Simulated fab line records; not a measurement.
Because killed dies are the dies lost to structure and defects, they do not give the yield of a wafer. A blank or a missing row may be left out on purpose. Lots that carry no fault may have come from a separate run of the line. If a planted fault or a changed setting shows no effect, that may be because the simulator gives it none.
Matching of chambers | flow nand-harc | NHARC_A_CONTACT_ALD_18 on ald-metal-04: 4 sister chambers
The step deposits TiN, target thk 3 nm, pulse time 1 s, ald cycles 150. 8 wafers are shown with their chamber, then 9 later ones without.

## WAFERS WITH THEIR CHAMBER
wafer  | chamber | heater-power-w (W) | susceptor-temp-C (C)
L081.2 | 3       | 1062               | 450.19
L081.5 | 2       | 1036               | 449.77
L085.2 | 1       | 1081               | 449.85
L085.3 | 0       | 1110               | 450.10
L085.6 | 3       | 1061               | 450.13
L087.1 | 2       | 1052               | 449.93
L087.2 | 0       | 1112               | 449.72
L087.5 | 1       | 1060               | 449.54

## WAFERS WHOSE CHAMBER IS MISSING
wafer  | heater-power-w (W) | susceptor-temp-C (C)
L094.3 | 1135               | 450.04
L094.4 | 1098               | 449.88
L094.5 | 1132               | 449.95
L096.1 | 1147               | 449.98
L096.3 | 1082               | 449.81
L096.5 | 1148               | 449.91
L097.2 | 1109               | 449.59
L097.3 | 1070               | 450.03
L097.6 | 1047               | 449.74

## CHAMBER TAKEN BY EACH
wafer  | from the rows above          | in truth
L094.3 | 0                            | 0
L094.4 | can't be placed: 0 or 1      | 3
L094.5 | 0                            | 0
L096.1 | 0                            | 0
L096.3 | can't be placed: 1 or 3 or 0 | 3
L096.5 | 0                            | 0
L097.2 | 0                            | 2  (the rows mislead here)
L097.3 | can't be placed: 3 or 1 or 2 | 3
L097.6 | can't be placed: 2 or 1      | 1
4 of 9 placed correctly. Not placeable from these rows: 4 (in 3, the candidates include the true chamber). 1 placed wrongly.
How it was worked out, from the rows above alone: a wafer's distance from a chamber is the root of the sum, over the readings, of the square of ((its reading less the chamber's mean) divided by the reading's scatter). If the next closest chamber is less than 2 further off than the closest, the wafer can't be placed; otherwise it belongs to the closest. For every chamber, the mean is computed from those of its wafers that are shown. The scatter is the square root of a quotient: the sum, over the shown wafers, of each reading's squared deviation from its chamber's mean, divided by wafers minus chambers.
